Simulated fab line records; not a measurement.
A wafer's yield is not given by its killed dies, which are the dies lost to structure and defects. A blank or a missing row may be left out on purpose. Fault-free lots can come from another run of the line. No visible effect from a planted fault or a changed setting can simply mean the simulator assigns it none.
fab line records -- flow n5_finfet
record lots=6, wafers=18, last_day=17
route steps=1938 shown MOL_CONTACT_COAG@529 PASSIVATION@1936
lots untouched by any fault: they come from a run of this same line in which no faults occurred
start_h: hours from the record's opening day to when the first of the lot's shown wafers began -- wait_h: time in hours since the lot's previous step -- " identical to the entry in the row above -- L1.1+2: one row covering several wafers at once -- - either no value or no given start -- * or withheld: withheld -- < > ~ a bound
route shown NAME@n: names a module that has steps shown in the file, with the first one's number in the route -- usual: the fault-free wafers' mean and standard deviation -- same: alike in all rows -- chamber/n: place in a boat -- sites: each site's reading -- _std_site: the standard deviation of these -- _edge_site: outer sites' mean less inner sites' -- radius_mm: for every site, how far away it sits from the centre of the wafer -- mask NAME#n: copy n -- behind: the most recent tool/chamber to have shaped the wafer -- hold: cause of the lot's hold/its duration in hours/its outcome -- device: which transistor (n, p or np) failed to switch -- end of line: the same wafers' tests at the end of the route -- step lacking rows: just its recipe -- killed: at the first sort, the dies lost to defects and structure; wafer yield is something else -- map: the dies of a wafer, with x for killed, . for not killed, _ for no die there
set.NAME: the setting that was run; set.NAME@STEP: the one run at that earlier step -- model.NAME: the simulator's own value behind a step, which no gauge read
lots seen at some steps along the route; tables by step, rows by wafer
services: a tool's chamber out of use, with start hour (start_h, from the record's first day; less than 0 if before it), hours out, and reason
## steps
# step N5_MOL_CONTACT_COAG_DESCUM_13
# recipe chemistry=O2, time_s=7, source_power_w=50, bias_power_w=20, pressure_mtorr=20, rf_frequency_hz=2.712e+07, temp_c=40, resist=CAR-EUV, o2_flow_sccm=225
# usual drypump_motor_current_A=5.7/0.37, oes_product_au=0.82/0.091, rf_fwd_power_W=49.40/0.21, rf_vpp_V=243.3/1.2, showerhead_plenum_p_Torr=2.10/0.063, throttle_valve_pct=20.43/0.18
lot.wafer,tool,chamber,start_h,wait_h,drypump_motor_current_A,oes_product_au,rf_fwd_power_W,rf_hours_counter_h,rf_vpp_V,showerhead_plenum_p_Torr,throttle_valve_pct
L456.1,rie_diel-06,3,90.84,0.0,5.1,0.70,48.99,236,245.5,2.17,20.74
L456.2,rie_diel-06,2,90.84,0.0,5.2,0.90,49.59,25,244.4,2.23,20.21
L456.6,rie_diel-06,2,90.84,0.0,5.2,0.90,49.56,-,242.9,2.23,20.22
L460.1,rie_diel-06,2,110.23,0.1,5.3,0.89,49.62,33,245.5,2.22,20.24
L460.4,rie_diel-06,1,110.23,0.1,6.2,0.71,49.62,-,241.6,1.98,20.34
L460.5,rie_diel-06,2,110.23,0.1,5.3,0.89,49.50,-,247.4,2.22,20.25
L469.4,rie_diel-05,2,169.26,0.0,5.8,0.88,49.49,45,242.2,2.05,20.61
L469.5,rie_diel-05,0,169.26,0.0,5.7,0.80,49.52,-,243.1,2.12,20.13
L469.6,rie_diel-05,1,169.26,0.0,5.8,0.90,49.51,-,241.6,2.03,20.45
L471.1,rie_diel-05,2,177.28,0.0,5.8,0.87,49.09,49,241.8,2.05,20.61
L471.2,rie_diel-05,3,177.28,0.0,6.3,0.67,49.48,245,244.0,2.13,20.50
L471.3,rie_diel-05,0,177.28,0.0,5.7,0.80,49.44,97,244.3,2.12,20.11
L476.1,rie_diel-06,3,208.81,0.0,5.1,0.94,49.01,6,243.2,2.16,20.46
L476.4,rie_diel-06,0,208.81,0.0,5.3,0.73,49.33,170,244.1,2.09,20.66
L476.5,rie_diel-06,0,208.81,0.0,5.3,0.74,49.32,-,243.4,2.09,20.67
L479.1,rie_diel-01,3,229.48,0.1,5.6,0.67,49.26,241,244.4,2.16,20.70
L479.4,rie_diel-01,1,229.48,0.1,6.1,0.82,49.18,99,242.6,2.11,20.50
L479.6,rie_diel-01,3,229.48,0.1,5.6,0.68,49.17,-,245.3,2.16,20.72
# step N5_MOL_CONTACT_COAG_ETCH_59
# recipe chemistry=N2/H2, target=underlayer, target_depth_a=130, mask_material=CAR-EUV, time_s=10.4, ion_energy_ev=200, pressure_mtorr=30, source_w=840, bias_w=150, n2_flow_sccm=200, h2_flow_sccm=200, ends=cleared
# step N5_MOL_CONTACT_COAG_ETCH_105
# recipe chemistry=CF4, target=SiARC, target_depth_a=156, mask_material=CAR-EUV, time_s=26, ion_energy_ev=80, pressure_mtorr=40, source_w=545, bias_w=36, Ar_flow_sccm=100, cf4_flow_sccm=100, ends=cleared
# usual drypump_motor_current_A=5.7/0.38, etch_rf_on_time_s=25.7/0.44, oes_product_au=0.70/0.079, rf_fwd_power_W=532.2/1.8, rf_vpp_V=184.4/1.1, showerhead_plenum_p_Torr=2.15/0.058, throttle_valve_pct=15.56/0.22
lot.wafer,tool,chamber,start_h,wait_h,drypump_motor_current_A,etch_rf_on_time_s,oes_product_au,rf_fwd_power_W,rf_hours_counter_h,rf_vpp_V,showerhead_plenum_p_Torr,throttle_valve_pct
L456.1,rie_diel-06,3,90.89,0.0,5.1,25.9,0.60,529.2,236,184.1,2.21,15.88
L456.2,rie_diel-06,2,90.89,0.0,5.2,26.0,0.76,531.9,25,185.6,2.26,15.32
L456.6,rie_diel-06,2,90.89,0.0,5.3,26.0,0.77,533.3,-,185.7,2.26,15.29
L460.1,rie_diel-06,2,110.29,0.0,5.3,26.3,0.76,536.2,33,185.4,2.26,15.31
L460.4,rie_diel-06,1,110.29,0.0,6.2,26.7,0.61,531.8,-,182.2,2.05,15.68
L460.5,rie_diel-06,2,110.29,0.0,5.3,26.1,0.75,533.2,-,186.9,2.26,15.31
L469.4,rie_diel-05,2,169.32,0.0,5.8,25.3,0.76,532.0,45,184.8,2.09,15.65
L469.5,rie_diel-05,0,169.32,0.0,5.8,25.7,0.68,532.7,-,185.5,2.16,15.22
L469.6,rie_diel-05,1,169.32,0.0,5.8,25.8,0.77,530.8,-,183.1,2.08,15.51
L471.1,rie_diel-05,2,177.33,0.0,5.8,25.3,0.76,537.2,49,182.4,2.09,15.67
L471.2,rie_diel-05,3,177.33,0.0,6.3,26.0,0.58,530.8,245,183.8,2.19,15.85
L471.3,rie_diel-05,0,177.33,0.0,5.7,25.6,0.68,533.3,97,184.6,2.16,15.24
L476.1,rie_diel-06,3,208.87,0.0,5.1,25.7,0.81,529.5,6,185.5,2.20,15.46
L476.4,rie_diel-06,0,208.87,0.0,5.3,25.8,0.63,531.8,170,184.7,2.14,15.81
L476.5,rie_diel-06,0,208.87,0.0,5.3,25.9,0.63,530.5,-,183.0,2.14,15.81
L479.1,rie_diel-01,3,229.54,0.0,5.6,26.3,0.57,531.5,241,185.7,2.20,15.91
L479.4,rie_diel-01,1,229.54,0.0,6.1,25.2,0.70,530.2,99,184.7,2.16,15.65
L479.6,rie_diel-01,3,229.54,0.0,5.6,26.4,0.58,534.0,-,184.0,2.20,15.90
# step N5_MOL_CONTACT_COAG_ETCH_106
# recipe chemistry=N2/H2, target=SOC, target_depth_a=800, overetch_a=160, mask_material=SiARC, temp_c=40, time_s=120, ion_energy_ev=200, pressure_mtorr=30, source_w=840, bias_w=150, n2_flow_sccm=200, h2_flow_sccm=200
# step N5_MOL_CONTACT_COAG_STRIP_107
# recipe chemistry=N2/H2, temp_c=40, n2_flow_sccm=200, h2_flow_sccm=200, rf_frequency_hz=6e+07
# step N5_MOL_CONTACT_COAG_STRIP_108
# recipe chemistry=N2/H2, temp_c=40, n2_flow_sccm=200, h2_flow_sccm=200, rf_frequency_hz=6e+07
# step N5_MOL_CONTACT_COAG_CONTACT_ETCH_14
# recipe chemistry=C4F6/O2, target=SiO2, target_depth_a=275, overetch_a=85, mask_material=SOC, pressure_mtorr=30, source_w=370, bias_w=185, Ar_flow_sccm=300, C4F6_flow_sccm=16, O2_flow_sccm=10, time_s=20, ion_energy_ev=259.6
# usual drypump_motor_current_A=5.7/0.38, oes_product_au=0.69/0.074, rf_fwd_power_W=363.8/1.8, rf_vpp_V=693.0/2.8, showerhead_plenum_p_Torr=2.88/0.08, throttle_valve_pct=21.23/0.19
lot.wafer,tool,chamber,start_h,wait_h,drypump_motor_current_A,oes_product_au,rf_fwd_power_W,rf_hours_counter_h,rf_vpp_V,showerhead_plenum_p_Torr,throttle_valve_pct
L456.1,rie_diel-06,3,91.02,0.0,5.1,0.60,362.3,236,694.6,2.97,21.52
L456.2,rie_diel-06,2,91.02,0.0,5.3,0.77,365.0,25,700.0,3.03,20.94
L456.6,rie_diel-06,2,91.02,0.0,5.3,0.77,364.5,-,698.2,3.03,20.93
L460.1,rie_diel-06,2,110.41,0.0,5.3,0.75,366.1,33,698.2,3.02,20.94
L460.4,rie_diel-06,1,110.41,0.0,6.1,0.62,361.9,-,690.0,2.76,21.34
L460.5,rie_diel-06,2,110.41,0.0,5.2,0.76,365.9,-,697.1,3.02,20.94
L469.4,rie_diel-05,2,169.45,0.0,5.8,0.75,362.0,45,689.2,2.80,21.28
L469.5,rie_diel-05,0,169.45,0.0,5.7,0.67,364.5,-,692.1,2.92,20.96
L469.6,rie_diel-05,1,169.45,0.0,5.9,0.77,364.8,-,691.6,2.79,21.21
L471.1,rie_diel-05,2,177.46,0.0,5.8,0.75,362.1,49,690.5,2.80,21.31
L471.2,rie_diel-05,3,177.46,0.0,6.3,0.58,365.1,245,695.0,2.95,21.45
L471.3,rie_diel-05,0,177.46,0.0,5.7,0.68,365.6,97,693.5,2.92,20.95
L476.1,rie_diel-06,3,209.00,0.0,5.1,0.80,359.9,6,695.5,2.96,21.23
L476.4,rie_diel-06,0,209.00,0.0,5.3,0.63,360.6,170,691.9,2.86,21.42
L476.5,rie_diel-06,0,209.00,0.0,5.3,0.63,361.2,-,691.6,2.86,21.42
L479.1,rie_diel-01,3,229.67,0.0,5.6,0.57,361.6,241,695.5,2.95,21.53
L479.4,rie_diel-01,1,229.67,0.0,6.1,0.68,365.3,99,694.9,2.91,21.37
L479.6,rie_diel-01,3,229.67,0.0,5.6,0.57,363.0,-,696.7,2.95,21.51
# step N5_MOL_CONTACT_COAG_STRIP_109
# recipe chemistry=C4F6/O2, resist=SiARC, rf_frequency_hz=6e+07
# step N5_MOL_CONTACT_COAG_ETCH_15
# recipe chemistry=CH3F/O2, target=SiNx, target_depth_a=70, mask_material=SOC, stop_on=Si:P, over_etch_frac=0.75, ion_energy_ev=120, pressure_mtorr=30, source_w=395, bias_w=73, Ar_flow_sccm=150, CH3F_flow_sccm=30, O2_flow_sccm=20
# usual drypump_motor_current_A=5.7/0.38, oes_product_au=0.60/0.064, rf_fwd_power_W=392.2/1.4, rf_vpp_V=298/5.7, showerhead_plenum_p_Torr=2.00/0.06, throttle_valve_pct=16.29/0.2
lot.wafer,tool,chamber,start_h,wait_h,drypump_motor_current_A,oes_product_au,rf_fwd_power_W,rf_hours_counter_h,rf_vpp_V,showerhead_plenum_p_Torr,throttle_valve_pct
L456.1,rie_diel-06,3,91.06,0.0,5.1,0.52,389.8,236,305,2.07,16.62
L456.2,rie_diel-06,2,91.06,0.0,5.3,0.66,392.0,25,302,2.11,15.99
L456.6,rie_diel-06,2,91.06,0.0,5.3,0.66,393.8,-,303,2.11,16.00
L460.1,rie_diel-06,2,110.45,0.0,5.3,0.65,395.2,33,303,2.11,16.03
L460.4,rie_diel-06,1,110.45,0.0,6.1,0.53,391.7,-,293,1.91,16.40
L460.5,rie_diel-06,2,110.45,0.0,5.3,0.65,394.8,-,304,2.11,16.02
L469.4,rie_diel-05,2,169.48,0.0,5.8,0.64,390.5,45,303,1.94,16.34
L469.5,rie_diel-05,0,169.48,0.0,5.8,0.58,393.2,-,293,2.03,16.04
L469.6,rie_diel-05,1,169.48,0.0,5.9,0.66,392.1,-,306,1.94,16.23
L471.1,rie_diel-05,2,177.50,0.0,5.8,0.63,391.4,49,302,1.94,16.34
L471.2,rie_diel-05,3,177.50,0.0,6.3,0.50,392.8,245,292,2.05,16.56
L471.3,rie_diel-05,0,177.50,0.0,5.7,0.58,392.8,97,292,2.03,16.01
L476.1,rie_diel-06,3,209.03,0.0,5.1,0.70,392.1,6,305,2.06,16.21
L476.4,rie_diel-06,0,209.03,0.0,5.3,0.54,393.2,170,295,1.99,16.48
L476.5,rie_diel-06,0,209.03,0.0,5.3,0.54,393.2,-,295,1.99,16.49
L479.1,rie_diel-01,3,229.70,0.0,5.6,0.49,392.5,241,301,2.06,16.65
L479.4,rie_diel-01,1,229.70,0.0,6.1,0.59,391.4,99,295,2.02,16.37
L479.6,rie_diel-01,3,229.70,0.0,5.6,0.50,393.3,-,300,2.06,16.66
# step N5_MOL_CONTACT_COAG_ETCH_110
# recipe chemistry=CF4/O2, target=Si, target_depth_a=25, time_s=8, pressure_mtorr=100, source_w=200, bias_w=12, ion_energy_ev=60, Ar_flow_sccm=100, cf4_flow_sccm=100, O2_flow_sccm=10
# usual drypump_motor_current_A=5.7/0.38, oes_product_au=0.82/0.093, rf_fwd_power_W=198.2/0.73, rf_vpp_V=127.7/2.6, showerhead_plenum_p_Torr=2.23/0.059, throttle_valve_pct=10.68/0.27
lot.wafer,tool,chamber,start_h,wait_h,drypump_motor_current_A,oes_product_au,rf_fwd_power_W,rf_hours_counter_h,rf_vpp_V,showerhead_plenum_p_Torr,throttle_valve_pct
L456.1,rie_diel-06,3,91.12,0.0,5.1,0.71,195.6,236,130.9,2.29,11.11
L456.2,rie_diel-06,2,91.12,0.0,5.3,0.90,197.6,25,131.0,2.34,10.39
L456.6,rie_diel-06,2,91.12,0.0,5.3,0.90,198.9,-,129.3,2.34,10.36
L460.1,rie_diel-06,2,110.51,0.0,5.3,0.88,198.8,33,130.3,2.34,10.40
L460.4,rie_diel-06,1,110.51,0.0,6.1,0.71,199.1,-,126.8,2.13,10.88
L460.5,rie_diel-06,2,110.51,0.0,5.3,0.89,198.8,-,129.9,2.34,10.39
L469.4,rie_diel-05,2,169.54,0.0,5.8,0.89,198.1,45,130.6,2.17,10.70
L469.5,rie_diel-05,0,169.54,0.0,5.7,0.79,197.5,-,124.9,2.25,10.39
L469.6,rie_diel-05,1,169.54,0.0,5.9,0.90,199.1,-,131.3,2.16,10.55
L471.1,rie_diel-05,2,177.56,0.0,5.8,0.88,197.7,49,128.1,2.17,10.70
L471.2,rie_diel-05,3,177.56,0.0,6.3,0.69,198.5,245,125.1,2.27,11.09
L471.3,rie_diel-05,0,177.56,0.0,5.7,0.79,198.4,97,124.8,2.25,10.40
L476.1,rie_diel-06,3,209.09,0.0,5.1,0.94,197.1,6,130.3,2.29,10.45
L476.4,rie_diel-06,0,209.09,0.0,5.3,0.75,197.6,170,126.8,2.22,10.98
L476.5,rie_diel-06,0,209.09,0.0,5.3,0.74,196.5,-,127.9,2.22,10.96
L479.1,rie_diel-01,3,229.76,0.0,5.6,0.68,198.0,241,130.1,2.28,11.15
L479.4,rie_diel-01,1,229.76,0.0,6.1,0.82,198.4,99,125.5,2.25,10.72
L479.6,rie_diel-01,3,229.76,0.0,5.6,0.66,198.3,-,129.2,2.28,11.14
# step N5_MOL_CONTACT_COAG_STRIP_98
# recipe chemistry=N2/H2, power_w=500, temp_c=40, pressure_mtorr=50, rf_frequency_hz=6e+07, overash_fraction=0.3, bias_power_w=8, h2_frac=0.5, n2_flow_sccm=300, h2_flow_sccm=300
# step N5_MOL_CONTACT_COAG_CD_MEAS_99
# recipe target_cd_nm=17.2, polarity=opening
# usual cd_nm=17.1/0.33
lot.wafer,tool,chamber,start_h,wait_h,cd_nm
L456.1,cd_sem-02,-,91.24,-,17.2
L456.2,cd_sem-02,-,91.24,-,17.3
L456.6,cd_sem-02,-,91.24,-,17.3
L460.1,cd_sem-02,-,110.63,-,17.2
L460.4,cd_sem-02,-,110.63,-,17.5
L460.5,cd_sem-02,-,110.63,-,17.2
L469.4,cd_sem-01,-,169.67,-,17.3
L469.5,cd_sem-01,-,169.67,-,17.7
L469.6,cd_sem-01,-,169.67,-,17.1
L471.1,cd_sem-02,-,177.68,-,17.1
L471.2,cd_sem-02,-,177.68,-,17.3
L471.3,cd_sem-02,-,177.68,-,17.7
L476.1,cd_sem-01,-,209.21,-,17.5
L476.4,cd_sem-01,-,209.21,-,17.0
L476.5,cd_sem-01,-,209.21,-,17.5
L479.1,cd_sem-03,-,229.88,-,17.6
L479.4,cd_sem-03,-,229.88,-,17.5
L479.6,cd_sem-03,-,229.88,-,17.2
# step N5_MOL_CONTACT_COAG_IMPLANT_129
# recipe species=Ge, energy_kev=3, dose_cm2=6e+14, tilt_deg=0, rotation_deg=0
# usual beam_on_s=40.6/2.2, dose_ions_cm2=6e+14/7.1e+11, end_station_pressure_torr=5.8e-06/3.3e-07
lot.wafer,tool,chamber,start_h,wait_h,beam_on_s,dose_ions_cm2,end_station_pressure_torr
L456.1,implanter-01,0,91.27,0.0,38.1,5.997e+14,6e-06
L456.2,implanter-01,0,91.27,0.0,37.9,6e+14,6.1e-06
L456.6,implanter-01,0,91.27,0.0,39.1,6.003e+14,5e-06
L460.1,implanter-02,0,110.66,0.0,42.8,6e+14,5.8e-06
L460.4,implanter-02,0,110.66,0.0,41.7,6.009e+14,5.9e-06
L460.5,implanter-02,0,110.66,0.0,41.5,6.006e+14,5.5e-06
L469.4,implanter-01,0,169.78,0.1,19.4,3.083e+14,6e-06
L469.5,implanter-01,0,169.78,0.1,20.1,3.082e+14,6.3e-06
L469.6,implanter-01,0,169.78,0.1,20.3,3.086e+14,6.6e-06
L471.1,implanter-01,0,177.71,0.0,20.1,3.097e+14,6.2e-06
L471.2,implanter-01,0,177.71,0.0,19.5,3.09e+14,6.7e-06
L471.3,implanter-01,0,177.71,0.0,20.5,3.097e+14,6.6e-06
L476.1,implanter-02,0,209.24,0.0,42.0,6e+14,5.4e-06
L476.4,implanter-02,0,209.24,0.0,43.0,6.004e+14,5.9e-06
L476.5,implanter-02,0,209.24,0.0,42.0,5.987e+14,5.7e-06
L479.1,implanter-02,0,230.15,0.3,42.8,5.999e+14,5.4e-06
L479.4,implanter-02,0,230.15,0.3,40.5,6.004e+14,5.8e-06
L479.6,implanter-02,0,230.15,0.3,41.4,6.005e+14,5.3e-06
# step N5_MOL_CONTACT_COAG_PRECLEAN_111
# recipe chemistry=NF3:NH3, afs_cycles=1, temp_c=30, time_s=20, sublimation_temp_c=180, sublimation_time_s=60, pressure_torr=3, rf_power_w=30
# step N5_PASSIVATION_PROBE_49
# usual killed_at_M0_to_M3=31/11, killed_at_M4_up=14/5.1, killed_at_contacts=12/5.6, killed_at_front_end=42/12, killed_at_other=3.8/2.9, killed_dies=103/18, killed_open=67/14, killed_short=33/8
# same gross_dies=1180, killed_at_back_side=0
lot.wafer,tool,chamber,start_h,wait_h,killed_at_M0_to_M3,killed_at_M4_up,killed_at_contacts,killed_at_front_end,killed_at_other,killed_dies,killed_open,killed_short
L456.1,prober-02,-,304.23,0.0,28,6,2,36,1,73,43,28
L456.2,prober-02,-,304.28,0.1,28,18,4,22,7,79,43,32
L456.6,prober-02,-,304.48,0.3,42,8,14,31,5,100,67,32
L460.1,prober-02,-,314.63,0.1,37,26,12,86,5,166,99,58
L460.4,prober-02,-,314.78,0.2,26,18,7,61,3,115,65,44
L460.5,prober-02,-,314.83,0.3,31,10,10,59,2,112,69,40
L471.1,prober-01,-,368.34,0.0,40,9,10,35,10,104,64,40
L471.2,prober-01,-,368.39,0.1,36,17,19,38,13,123,78,45
L471.3,prober-01,-,368.44,0.1,33,12,13,49,0,107,80,27
L469.4,prober-02,-,374.18,0.2,36,10,14,52,7,119,79,40
L469.5,prober-02,-,374.23,0.2,37,12,4,49,4,106,72,33
L469.6,prober-02,-,374.28,0.3,35,16,6,34,8,99,70,29
L476.1,prober-01,-,407.35,0.0,50,13,18,51,5,137,98,38
L476.4,prober-01,-,407.50,0.2,48,17,20,44,1,130,83,47
L476.5,prober-01,-,407.55,0.2,36,17,23,41,2,119,81,36
# killed by level:class
L456.1 FIN_SAQP:geometric_particle:open=8 STI_FIN_REVEAL:geometric_particle:open=8 BEOL_M3:geometric_particle:open=7 BEOL_M0_SAQP:geometric_particle:short=5 BEOL_M1:geometric_particle:open=5 GATE_CUT:geometric_particle:short=4 DUMMY_GATE:geometric_particle:open=3 BEOL_M1:geometric_particle:short=3
L456.2 BEOL_M0_SAQP:geometric_particle:short=7 BEOL_M4:geometric_particle:open=7 BEOL_M0_SAQP:geometric_particle:open=6 FIN_SAQP:geometric_particle:short=4 BEOL_M2:geometric_particle:open=4 MIM_TOP_ETCH:geometric_particle:short=4 STI_FIN_REVEAL:geometric_particle:open=3 MOL_CONTACT_COAG:geometric_particle:open=3
L456.6 BEOL_M0_SAQP:geometric_particle:open=12 MOL_CONTACT_COAG:geometric_particle:open=11 STI_FIN_REVEAL:geometric_particle:open=9 BEOL_M1:geometric_particle:open=9 BEOL_M0_SAQP:geometric_particle:short=8 FIN_SAQP:geometric_particle:open=6 FIN_SAQP:geometric_particle:short=6 BEOL_M2:geometric_particle:open=5
L460.1 STI_FIN_REVEAL:geometric_particle:open=28 BEOL_M4:geometric_particle:open=19 FIN_SAQP:geometric_particle:short=16 BEOL_M0_SAQP:geometric_particle:open=16 BEOL_M0_SAQP:geometric_particle:short=14 MOL_CONTACT_COAG:geometric_particle:open=10 FIN_SAQP:geometric_particle:open=8 HKMG_FIN:area_etch=8
L460.4 FIN_SAQP:geometric_particle:short=12 BEOL_M0_SAQP:geometric_particle:open=10 STI_FIN_REVEAL:geometric_particle:open=9 DUMMY_GATE:geometric_particle:open=9 BEOL_M0_SAQP:geometric_particle:short=8 MOL_CONTACT_COAG:geometric_particle:open=6 BEOL_M4:geometric_particle:short=6 HKMG_FIN:area_etch=6
L460.5 STI_FIN_REVEAL:geometric_particle:open=18 FIN_SAQP:geometric_particle:short=11 FIN_SAQP:geometric_particle:open=7 MOL_CONTACT_COAG:geometric_particle:open=7 BEOL_M0_SAQP:geometric_particle:short=7 BEOL_M3:geometric_particle:open=7 DUMMY_GATE:geometric_particle:open=6 BEOL_M0_SAQP:geometric_particle:open=5
L471.1 BEOL_M0_SAQP:geometric_particle:open=10 BEOL_M0_SAQP:geometric_particle:short=9 STI_FIN_REVEAL:geometric_particle:open=8 FIN_SAQP:geometric_particle:short=7 BEOL_M2:geometric_particle:open=7 BEOL_M1:geometric_particle:open=6 MOL_CONTACT_COAG:geometric_particle:short=5 MOL_CONTACT_COAG:geometric_particle:open=5
L471.2 BEOL_M1:geometric_particle:open=12 MOL_CONTACT_COAG:geometric_particle:open=11 STI_FIN_REVEAL:geometric_particle:open=10 BEOL_M4:geometric_particle:open=10 MOL_CONTACT_COAG:geometric_particle:short=8 BEOL_M0_SAQP:geometric_particle:short=8 BEOL_M2:geometric_particle:open=7 MIM_TOP_ETCH:geometric_particle:open=6
L471.3 STI_FIN_REVEAL:geometric_particle:open=29 MOL_CONTACT_COAG:geometric_particle:open=13 BEOL_M1:geometric_particle:open=13 STI_FIN_REVEAL:geometric_particle:short=8 BEOL_M0_SAQP:geometric_particle:short=7 BEOL_M4:geometric_particle:open=5 FIN_SAQP:geometric_particle:open=3 BEOL_M0_SAQP:geometric_particle:open=3
L469.4 FIN_SAQP:geometric_particle:open=18 MOL_CONTACT_COAG:geometric_particle:open=10 BEOL_M0_SAQP:geometric_particle:open=8 BEOL_M1:geometric_particle:open=8 FIN_SAQP:geometric_particle:short=7 STI_FIN_REVEAL:geometric_particle:open=7 BEOL_M0_SAQP:geometric_particle:short=7 BEOL_M0:geometric_particle:open=7
L469.5 FIN_SAQP:geometric_particle:open=13 BEOL_M1:geometric_particle:open=9 BEOL_M0_SAQP:geometric_particle:open=8 STI_FIN_REVEAL:geometric_particle:open=7 DUMMY_GATE:geometric_particle:open=7 FIN_SAQP:geometric_particle:short=6 BEOL_M3:geometric_particle:open=5 DUMMY_GATE:geometric_particle:short=4
L469.6 BEOL_M0_SAQP:geometric_particle:short=11 STI_FIN_REVEAL:geometric_particle:open=10 FIN_SAQP:geometric_particle:open=8 DUMMY_GATE:geometric_particle:open=6 MOL_CONTACT_COAG:geometric_particle:open=6 BEOL_M0_SAQP:geometric_particle:open=6 BEOL_M1:geometric_particle:open=6 BEOL_M2:geometric_particle:open=5
L476.1 FIN_SAQP:geometric_particle:open=25 MOL_CONTACT_COAG:geometric_particle:open=14 BEOL_M2:geometric_particle:open=12 BEOL_M0_SAQP:geometric_particle:open=11 BEOL_M0_SAQP:geometric_particle:short=11 FIN_SAQP:geometric_particle:short=9 BEOL_M3:geometric_particle:open=6 BEOL_M1:geometric_particle:open=5
L476.4 BEOL_M2:geometric_particle:open=18 FIN_SAQP:geometric_particle:open=16 FIN_SAQP:geometric_particle:short=15 MOL_CONTACT_COAG:geometric_particle:open=13 BEOL_M2:geometric_particle:short=9 MOL_CONTACT_COAG:geometric_particle:short=7 BEOL_M0_SAQP:geometric_particle:open=6 BEOL_M1:geometric_particle:open=6
L476.5 MOL_CONTACT_COAG:geometric_particle:open=18 FIN_SAQP:geometric_particle:open=11 BEOL_M2:geometric_particle:open=11 FIN_SAQP:geometric_particle:short=9 BEOL_M0_SAQP:geometric_particle:short=7 DUMMY_GATE:geometric_particle:open=6 MOL_CONTACT_COAG:geometric_particle:short=5 BEOL_M0_SAQP:geometric_particle:open=5
## services
tool,chamber,start_h,hours,kind
rie_diel-01,2,79.53,-,clean
rie_diel-01,2,79.53,-,consumable_replace:focus_ring
rie_diel-01,2,79.53,25.2,scheduled_down
rie_diel-01,2,79.53,25.2,vent_cycle
rie_diel-05,1,89.71,3.3,repair
rie_diel-06,3,100.54,10.5,repair
implanter-01,-,112.64,1.9,repair
rie_diel-06,-,125.58,28.1,pm
rie_diel-01,2,128.72,2.3,repair
implanter-01,-,130.56,5.5,pm
rie_diel-06,3,166.60,-,clean
rie_diel-06,3,166.60,-,consumable_replace:focus_ring
rie_diel-05,3,194.37,-,clean
rie_diel-05,3,194.37,-,consumable_replace:focus_ring
rie_diel-05,3,194.37,13.7,scheduled_down
rie_diel-05,3,194.37,13.7,vent_cycle
implanter-01,-,224.31,6.2,repair
rie_diel-06,3,225.92,16.6,repair
## key
first_sign step=N5_MOL_CONTACT_COAG_IMPLANT_129, reading=dose_ions_cm2, direction=down, sigmas=99+, usual=6e+14, struck=3.089e+14
effect step=N5_MOL_CONTACT_COAG_IMPLANT_129, reading=beam_on_s, direction=down, sigmas=9.4, usual=40.6, struck=20.0
met_at N5_MOL_CONTACT_COAG_IMPLANT_129
struck_wafers L469.4,L469.5,L469.6,L471.1,L471.2,L471.3
tester_left_out L469,L471
onset_between 91.27 169.78
fault kind=process_parameter_drift, tool=implanter-01, chamber=-, onset_h=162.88, steps=N5_MOL_CONTACT_COAG_IMPLANT_129, channel=dose_cm2, offset=-2.9053e+14, shape=step, end_h=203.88, acts_in=these_recipes_only, stated=6e+14
# tester_left_out: of these lots the tester's yield and bins aren't shown, on N5 and GAA mostly nor the transistor test; their killed dies are dies lost to structure and defects alone, not to doping, threshold or leakage, so they don't give the yield
